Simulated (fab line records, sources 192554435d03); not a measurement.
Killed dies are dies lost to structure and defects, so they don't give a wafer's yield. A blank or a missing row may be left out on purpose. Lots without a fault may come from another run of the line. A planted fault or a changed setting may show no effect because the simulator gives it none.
Chamber matching | flow n5_finfet | N5_GATE_CUT_SAC_CAP_01 on ald_sin-04: 4 sister chambers
The step material SiNx, target thk 24 nm, pulse time 1 s, ald cycles 480. 8 wafers are shown with their chamber, then 12 later ones without.

WAFERS WITH THEIR CHAMBER
wafer  | chamber | heater_power_w (W) | precursor_pulse_height_rel
L077.5 | 3       | 899                | 0.968
L079.1 | 0       | 764                | 0.997
L083.2 | 3       | 901                | 1.001
L083.4 | 2       | 997                | 0.971
L083.6 | 1       | 778                | 0.979
L085.2 | 1       | 788                | 0.992
L085.3 | 0       | 749                | 1.027
L085.4 | 2       | 979                | 0.983

WAFERS WITHOUT THEIR CHAMBER
wafer  | heater_power_w (W) | precursor_pulse_height_rel
L086.1 | 751                | 0.984
L086.5 | 751                | 0.990
L086.6 | 975                | 0.967
L088.1 | 987                | 0.999
L088.3 | 743                | 1.015
L088.6 | 744                | 0.970
L090.3 | 1000               | 0.979
L090.4 | 762                | 1.003
L090.5 | 751                | 1.022
L091.1 | 806                | 0.984
L091.2 | 902                | 0.966
L091.6 | 801                | 1.000

WHICH CHAMBER EACH WENT THROUGH
wafer  | from the rows above     | in truth
L086.1 | can't be placed: 0 or 1 | 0
L086.5 | 0                       | 0
L086.6 | 2                       | 2
L088.1 | 2                       | 2
L088.3 | 0                       | 0
L088.6 | can't be placed: 0 or 1 | 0
L090.3 | 2                       | 2
L090.4 | can't be placed: 0 or 1 | 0
L090.5 | 0                       | 0
L091.1 | 1                       | 1
L091.2 | 3                       | 3
L091.6 | 1                       | 1
Placed correctly: 9 of 12. Can't be placed from these rows: 3 (the true chamber is among the candidates in 3). Placed wrongly: 0.
How it was worked out, from the rows above alone: a wafer's distance from a chamber is the root of the sum, over the readings, of the square of ((its reading less the chamber's mean) divided by the reading's scatter). The wafer belongs to the nearest chamber; if the next one is less than 2 further off, it can't be placed. A chamber's mean is the mean of its shown wafers. The scatter: the root of (the sum of the squares of (reading less its chamber's mean) over the shown wafers, divided by (wafers less chambers)).
